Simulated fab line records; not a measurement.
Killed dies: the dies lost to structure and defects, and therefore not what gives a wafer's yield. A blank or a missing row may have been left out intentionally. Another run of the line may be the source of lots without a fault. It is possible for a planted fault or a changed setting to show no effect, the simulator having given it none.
Struck lot and sound lot, side by side ; flow n5Finfet ; 40 steps out of a route of 1938
Sound: these wafers, L396.1, L396.3, L396.4. Struck: wafer L386.5. (L386.3 of the same lot was not struck and is left out.) The cause comes at the end.
At each step with rows: each side's tool, then ch and its chambers, then its first start. Under that, the readings that differ: sound wafers ; struck wafers ; difference of the means ; sigmas: that difference in standard deviations of wafers without a fault.
alike: readings whose means differ by less than 2 such deviations, and words and numbers that are the same on both sides. not compared: withheld readings, readings that some wafer has no value for, bounds like >300 that may hide the same value, and numbers for which the record gives no deviation and whose values overlap.
Wherever a step has rows on one side only, a row that says differs or no value, or a row with sigmas, the two part there. Numbers that don't overlap but have no deviation are shown without sigmas and don't part them. A reading that every wafer of one side lacks parts them only if that side has two wafers or more.

first, 11 steps without rows for these wafers: N5_MOL_CONTACT_COAG_ETCH_59 (etches underlayer in N2/H2, target depth 13 nm, time 10.4 s); N5_MOL_CONTACT_COAG_ETCH_105 (etches SiARC in CF4, target depth 15.6 nm, time 26 s); N5_MOL_CONTACT_COAG_ETCH_106 (etches SOC in N2/H2, target depth 80 nm, overetch 16 nm, time 120 s); N5_MOL_CONTACT_COAG_STRIP_107 (strips in N2/H2); N5_MOL_CONTACT_COAG_STRIP_108 (strips in N2/H2); N5_MOL_CONTACT_COAG_CONTACT_ETCH_14 (etches SiO2 in C4F6/O2, target depth 27.5 nm, overetch 8.5 nm, time 20 s); N5_MOL_CONTACT_COAG_STRIP_109 (strips in C4F6/O2); N5_MOL_CONTACT_COAG_ETCH_15 (etches SiNx in CH3F/O2, stops on Si:P, target depth 7 nm); N5_MOL_CONTACT_COAG_ETCH_110 (etches Si in CF4/O2, target depth 2.5 nm, time 8 s); N5_MOL_CONTACT_COAG_STRIP_98 (strips in N2/H2); N5_MOL_CONTACT_COAG_IMPLANT_129.
N5_MOL_CONTACT_COAG_PRECLEAN_111: cleans in NF3:NH3, afs cycles 1, time 20 s, sublimation time 60 s.
  sound on remotePlasma-01 ch 0, day 10 01:40; struck on remotePlasma-02 ch 0, day 7 15:11
reading;sound;struck;difference;sigmas
timeS (s);20 20 20;24.874;+4.874;
  alike: sublimationTempC
then, 26 steps without rows for these wafers: N5_MOL_CONTACT_COAG_TI_SIL_19 (material Ti, target thk 4.2 nm, time 15 s); N5_MOL_CONTACT_COAG_ALD_20 (deposits TiN, target thk 1.5 nm, pulse time 1 s, purge time 3 s); N5_MOL_CONTACT_COAG_SIL_ANNEAL_21 (time 60 s); N5_MOL_CONTACT_COAG_PRE_CLEAN_141 (time 60 s); N5_MOL_CONTACT_COAG_SPUTTER_143 (material Co, target thk 2.5 nm); N5_MOL_CONTACT_COAG_CO_FILL_22 (material Co, precursor CCTBA/H2, target thk 20 nm); N5_MOL_CONTACT_COAG_ANNEAL_113 (time 300 s); N5_MOL_CONTACT_COAG_PRE_CLEAN_142 (time 60 s); N5_MOL_CONTACT_COAG_SPUTTER_130 (material Co, target thk 47.5 nm); N5_MOL_CONTACT_COAG_PRECLEAN_125 (cleans in DIW, time 57.5 s); N5_MOL_CONTACT_COAG_SRD_126 (dry time 32 s); N5_MOL_CONTACT_COAG_CMP_23 (polishes, stops on SiO2, t overpolish 1.5 s, target thk 0 nm); N5_MOL_CONTACT_COAG_WET_ETCH_26 (target Co, target depth 13 nm); N5_MOL_CONTACT_COAG_WET_ETCH_116 (etches the open film in SC1-inhibited, target depth 4.6 nm, rinse time 30 s); N5_MOL_CONTACT_COAG_ALD_27 (deposits SiOC, target thk 17 nm, pulse time 1.5 s, time 2720 s); N5_MOL_CONTACT_COAG_CMP_28 (polishes, stops on SiNx, t overpolish 0.85 s, target thk 14.522 nm); N5_MOL_CONTACT_COAG_ALD_123 (deposits SiNx, target thk 5 nm, pulse time 1 s, purge time 2 s); N5_MOL_CONTACT_COAG_PECVD_31 (deposits SiO2 from TEOS/O2, target thk 46 nm, time 8.9 s); N5_MOL_CONTACT_COAG_COAT_75 (time 60 s, resist thk 60 nm); N5_MOL_CONTACT_COAG_COAT_76 (time 60 s, resist thk 10 nm); N5_MOL_CONTACT_COAG_COAT_77 (time 60 s, resist thk 10 nm); N5_MOL_CONTACT_COAG_COAT_78 (resist thk 40 nm); N5_MOL_CONTACT_COAG_EBR_80; N5_MOL_CONTACT_COAG_SOFTBAKE_79 (time 60 s); N5_MOL_CONTACT_COAG_EXPOSE_81 (exposes mask VG, defocus 0 nm); N5_MOL_CONTACT_COAG_PEB_82 (peb time 60 s).
N5_MOL_CONTACT_COAG_ETCH_47: etches SiNx in CH3F/O2, stops on W, target depth 27 nm.
  sound on rieDiel-03 ch 1,2,3, day 10 09:05; struck on rieDiel-03 ch 1, day 8 00:22
reading;sound;struck;difference;sigmas
model.etch.depthNm (nm);17.83 17.85 17.98;17.68;-0.21;
  alike: drypumpMotorCurrentA, etchRfOnTimeS, oesProductAu, rfVppV, showerheadPlenumPTorr, throttleValvePct
  not compared: rfHoursCounterH
-- a jump in the record: the struck wafers' starts before and after are 5 days apart (it breaks off in module MOL_CONTACT_COAG and resumes in module BEOL_M4, where the first step shown is number 1111 of the route) --
N5_BEOL_M4_RC_MEAS_101:
  sound on prober-02 ch 0, day 12 23:58; struck on prober-01 ch 0, day 13 07:46
reading;sound;struck;difference;sigmas
ION_N (uA/um);674 668 658;704;+37;+3
  alike: DIBL_N, DIBL_P, IOFF_N, IOFF_P, ION_P, SS_N, SS_P, VT_N, VT_P

== WHERE THEY PART ==
Within this record, at N5_BEOL_M4_RC_MEAS_101 only.

WHY: what had been put in by the simulator
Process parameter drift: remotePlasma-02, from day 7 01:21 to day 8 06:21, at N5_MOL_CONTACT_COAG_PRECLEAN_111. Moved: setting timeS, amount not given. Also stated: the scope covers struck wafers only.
